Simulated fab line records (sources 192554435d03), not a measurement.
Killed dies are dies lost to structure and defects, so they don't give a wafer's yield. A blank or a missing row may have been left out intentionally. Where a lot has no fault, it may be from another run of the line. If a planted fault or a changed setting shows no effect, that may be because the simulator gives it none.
Matching of chambers    flow n5-finfet    N5_BEOL_M3_CO_CAP_55 on cvd-co-01: 3 sister chambers
The step material Co, precursor CCTBA/H2, target thk 2 nm, time 102.1 s. 6 wafers are shown with their chamber, then 11 later ones without.

## WAFERS WITH THEIR CHAMBER
wafer   chamber  heater-power-w (W)
L087.5  1        265
L087.6  0        263
L089.1  2        184
L089.4  1        251
L089.5  0        256
L091.2  2        180

## WAFERS MISSING THEIR CHAMBER
wafer   heater-power-w (W)
L091.3  257
L091.6  255
L092.1  258
L092.2  185
L092.3  263
L093.3  184
L093.4  185
L093.6  251
L096.2  187
L096.4  255
L096.6  264

## CHAMBER TAKEN BY EACH
wafer   from the rows above      in truth
L091.3  can't be placed: 1 or 0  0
L091.6  can't be placed: 1 or 0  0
L092.1  can't be placed: 1 or 0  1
L092.2  2                        2
L092.3  can't be placed: 0 or 1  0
L093.3  2                        2
L093.4  2                        2
L093.6  can't be placed: 1 or 0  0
L096.2  2                        2
L096.4  can't be placed: 1 or 0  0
L096.6  can't be placed: 0 or 1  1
Placed correctly: 4 of 11. Not placeable from these rows: 7 (in 7, the candidates include the true chamber). 0 placed wrongly.
How it was worked out, from the rows above alone: a wafer's distance from a chamber is the root of the sum, over the readings, of the square of ((its reading less the chamber's mean) divided by the reading's scatter). If the next closest chamber is less than 2 further off than the closest, the wafer can't be placed; otherwise it belongs to the closest. A chamber's mean is the mean of its shown wafers. How the scatter is found: for the shown wafers, subtract from each reading the mean of its chamber, square and add these, divide the total by (wafers less chambers), then take the root.
